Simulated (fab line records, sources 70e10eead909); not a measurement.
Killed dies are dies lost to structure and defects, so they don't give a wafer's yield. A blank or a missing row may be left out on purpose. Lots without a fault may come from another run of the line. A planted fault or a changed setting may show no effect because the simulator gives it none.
Which tool did it? | flow nand_harc | 6 lots, 18 wafers sampled, at 4 steps of a route of 1302

WHAT THE GAUGES READ, wafer by wafer
NHARC_THIN_TSV_CD_MEAS_33: target cd 5000 nm.
lot  | measured     | on        | cd_nm (nm)
L498 | day 24 22:59 | cd_sem-01 | 5001.8 4997.2 5000.6
L503 | day 28 13:50 | cd_sem-02 | 5000.1 5000.1 4997.1
L506 | day 29 03:27 | cd_sem-01 | 5004.0 5001.2 5000.2
L508 | day 30 11:19 | cd_sem-01 | 5001.8 5001.3 5002.3
L514 | day 31 22:37 | cd_sem-03 | 5002.2 4999.9 4999.3
L518 | day 33 14:50 | cd_sem-03 | 4998.3 5000.8 5000.7

WHICH TOOL RAN EACH LOT (tool, then ch and the chambers of the sampled wafers, then the start)
lot  | NHARC_A_CONTACT_ETCH_111             | NHARC_A_BONDPAD_PRE_CLEAN_26            | NHARC_THIN_TSV_PRE_CLEAN_50
L498 | har_cap_etch-02 ch 0, day 22 08:32   | pvd_sputter-03, day 24 22:59 or earlier | pvd_sputter-01, day 24 22:59 or earlier
L503 | har_cap_etch-02 ch 0,1, day 25 18:14 | pvd_sputter-01, day 28 13:50 or earlier | pvd_sputter-03, day 28 13:50 or earlier
L506 | har_cap_etch-02 ch 0,1, day 26 03:10 | pvd_sputter-01, day 29 03:27 or earlier | pvd_sputter-03, day 29 03:27 or earlier
L508 | har_cap_etch-03 ch 0,1, day 27 08:11 | pvd_sputter-03, day 30 11:19 or earlier | pvd_sputter-01, day 30 11:19 or earlier
L514 | har_cap_etch-01 ch 0,1, day 29 10:29 | pvd_sputter-02, day 31 22:37 or earlier | pvd_sputter-02, day 31 22:37 or earlier
L518 | har_cap_etch-01 ch 0,1, day 31 05:04 | pvd_sputter-02, day 33 14:50 or earlier | pvd_sputter-01, day 33 14:50 or earlier
- NHARC_A_CONTACT_ETCH_111: etches the open film in C4F8/O2/Ar, time 140 s, target depth 700 nm.
- NHARC_A_BONDPAD_PRE_CLEAN_26: time 30 s.
- NHARC_THIN_TSV_PRE_CLEAN_50: time 30 s.

THE ANSWER, worked out from the rows above alone
Rule: what is usual is taken from the lots themselves. Put in order of their means at a reading, lots are off if they are a third of the lots or fewer, leave a main group of 4 or more, and stand apart from it by a gap of 3 or more times the standard deviation of the main group's means; of several such gaps the widest counts. A main group whose means are all the same, to the digits that the tables above print for the reading, isn't used. A lot without any number at a reading at which 4 lots or more have one is off too. The other lots that the step has rows for count as sound.
No lot is off at any reading shown: from this, nothing can be told.

WHAT THE SIMULATOR HAD PUT IN
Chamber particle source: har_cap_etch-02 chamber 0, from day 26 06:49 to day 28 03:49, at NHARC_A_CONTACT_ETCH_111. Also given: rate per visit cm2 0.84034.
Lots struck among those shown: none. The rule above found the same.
